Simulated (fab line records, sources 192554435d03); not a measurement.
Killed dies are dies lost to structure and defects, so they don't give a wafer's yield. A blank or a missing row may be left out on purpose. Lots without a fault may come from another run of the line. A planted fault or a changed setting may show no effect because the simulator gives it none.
Chamber matching | flow n5_finfet | N5_MOL_CONTACT_COAG_ETCH_66 on rie_diel-05: 4 sister chambers
The step etches SiARC in CF4, target depth 13 nm, time 21.7 s. 18 wafers are shown with their chamber, then 9 later ones without.

WAFERS WITH THEIR CHAMBER
wafer  | chamber | drypump_motor_current_A (A) | showerhead_plenum_p_Torr (Torr) | etch_rf_on_time_s (s)
L075.1 | 3       | 5.3                         | 2.12                            | 22.6
L075.3 | 2       | 5.4                         | 2.17                            | 21.4
L075.6 | 0       | 5.2                         | 2.18                            | 22.3
L076.1 | 0       | 5.3                         | 2.18                            | 22.4
L076.4 | 1       | 6.4                         | 2.12                            | 22.2
L076.6 | 2       | 5.4                         | 2.17                            | 21.1
L077.3 | 1       | 6.4                         | 2.12                            | 22.2
L077.5 | 0       | 5.3                         | 2.17                            | 22.4
L077.6 | 3       | 5.3                         | 2.12                            | 22.2
L080.2 | 1       | 6.4                         | 2.11                            | 22.2
L080.3 | 2       | 5.4                         | 2.16                            | 21.4
L080.5 | 2       | 5.3                         | 2.16                            | 21.5
L081.1 | 2       | 5.4                         | 2.16                            | 21.3
L081.2 | 1       | 6.4                         | 2.11                            | 22.4
L081.5 | 0       | 5.3                         | 2.17                            | 22.1
L082.2 | 2       | 5.4                         | 2.16                            | 21.6
L082.5 | 2       | 5.4                         | 2.16                            | 21.5
L082.6 | 1       | 6.4                         | 2.11                            | 22.5

SIGNATURES (means of the wafers above)
reading                  | chamber 0 | chamber 1 | chamber 2 | chamber 3 | scatter within a chamber
drypump_motor_current_A  | 5.275     | 6.400     | 5.386     | 5.300     | 0.0339
showerhead_plenum_p_Torr | 2.1750    | 2.1140    | 2.1629    | 2.1200    | 0.00509
etch_rf_on_time_s        | 22.300    | 22.300    | 21.400    | 22.400    | 0.165
Rule: a wafer's distance from a chamber is the root of the sum, over the readings, of the square of ((its reading less the chamber's mean) divided by the reading's scatter). The wafer belongs to the nearest chamber; if the next one is less than 2 further off, it can't be placed. The scatter: the root of (the sum of the squares of (reading less its chamber's mean) over the shown wafers, divided by (wafers less chambers)).

WAFERS WITHOUT THEIR CHAMBER
wafer  | drypump_motor_current_A (A) | showerhead_plenum_p_Torr (Torr) | etch_rf_on_time_s (s)
L090.2 | 6.4                         | 2.11                            | 22.5
L090.4 | 5.4                         | 2.16                            | 21.1
L090.5 | 5.4                         | 2.16                            | 21.3
L091.1 | 6.4                         | 2.11                            | 22.3
L091.2 | 5.4                         | 2.16                            | 21.1
L091.4 | 5.3                         | 2.17                            | 22.2
L095.2 | 5.3                         | 2.15                            | 21.6
L095.3 | 6.4                         | 2.11                            | 22.6
L095.5 | 5.2                         | 2.11                            | 22.3

WHICH CHAMBER EACH WENT THROUGH
wafer  | from the rows above | in truth
L090.2 | 1                   | 1
L090.4 | 2                   | 2
L090.5 | 2                   | 2
L091.1 | 1                   | 1
L091.2 | 2                   | 2
L091.4 | 0                   | 0
L095.2 | 2                   | 2
L095.3 | 1                   | 1
L095.5 | 3                   | 3
Placed correctly: 9 of 9. Can't be placed from these rows: 0. Placed wrongly: 0.
